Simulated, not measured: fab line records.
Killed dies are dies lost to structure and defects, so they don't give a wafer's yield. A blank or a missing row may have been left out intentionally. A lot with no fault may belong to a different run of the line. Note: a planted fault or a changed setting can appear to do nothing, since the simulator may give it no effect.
Matching of chambers    flow nand-harc    NHARC_A_STAIRCASE_ETCHBACK_157 on rie-diel-04: 4 sister chambers
The step etches the open film in CH3F/O2, target depth 90 nm, time 167.14 s. 22 wafers are shown with their chamber, then 11 later ones without.

WAFERS WITH THEIR CHAMBER
wafer   chamber  drypump-motor-current-A (A)  showerhead-plenum-p-Torr (Torr)  rf-vpp-V (V)
L075.1  3        4.96                         2.41                             244.1
L075.2  2        5.97                         2.51                             243.3
L075.4  0        5.60                         2.54                             245.7
L077.1  3        5.02                         2.41                             243.0
L077.2  2        5.97                         2.51                             244.8
L077.5  0        5.66                         2.54                             244.8
L076.4  2        5.95                         2.50                             243.6
L076.5  1        5.70                         2.52                             244.1
L076.6  0        5.59                         2.54                             245.6
L081.1  2        5.96                         2.50                             245.0
L081.4  0        5.65                         2.53                             244.5
L081.6  1        5.74                         2.52                             245.1
L082.1  1        5.72                         2.51                             244.0
L082.2  3        4.94                         2.40                             243.9
L082.5  3        4.95                         2.40                             244.6
L086.1  0        5.62                         2.53                             246.9
L086.3  1        5.74                         2.51                             244.6
L086.5  2        5.96                         2.49                             243.7
L089.1  2        5.96                         2.49                             244.8
L089.3  1        5.70                         2.51                             245.9
L089.4  3        4.99                         2.39                             244.4
L088.2  1        5.73                         2.51                             245.5

SIGNATURES, as means of the wafers listed above
reading                   chamber 0  chamber 1  chamber 2  chamber 3  scatter within a chamber
drypump-motor-current-A   5.6240     5.7217     5.9617     4.9720     0.0235
showerhead-plenum-p-Torr  2.5360     2.5133     2.5000     2.4020     0.0072
rf-vpp-V                  245.500    244.867    244.200    244.000    0.773
Rule: for each reading, subtract the chamber's mean from the wafer's reading, divide by that reading's scatter and square the result; add these up over the readings and take the root, which gives the wafer's distance from the chamber. The wafer belongs to the nearest chamber; if the next one is less than 2 further off, it can't be placed. The scatter: take each reading less its chamber's mean, square it, sum over the shown wafers, divide by the number of wafers less the number of chambers, and take the root.

WAFERS WITHOUT THEIR CHAMBER
wafer   drypump-motor-current-A (A)  showerhead-plenum-p-Torr (Torr)  rf-vpp-V (V)
L088.4  4.98                         2.39                             242.7
L088.6  4.97                         2.39                             242.9
L090.1  5.60                         2.52                             245.3
L090.3  5.93                         2.49                             244.2
L090.6  5.92                         2.49                             244.3
L092.3  5.59                         2.51                             244.7
L092.4  5.94                         2.48                             245.7
L092.6  5.96                         2.48                             245.1
L097.2  5.60                         2.51                             244.1
L097.3  5.73                         2.49                             245.8
L097.6  5.95                         2.48                             245.6

THE CHAMBER EACH PASSED THROUGH
wafer   from the rows above      in truth
L088.4  3                        3
L088.6  3                        3
L090.1  0                        0
L090.3  2                        2
L090.6  2                        2
L092.3  can't be placed: 0 or 1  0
L092.4  2                        2
L092.6  2                        2
L097.2  can't be placed: 0 or 1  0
L097.3  1                        1
L097.6  2                        2
Placed correctly: 9 of 11. Cannot be placed on the basis of these rows: 2; the candidates contain the true chamber in 2. Number placed wrongly: 0.
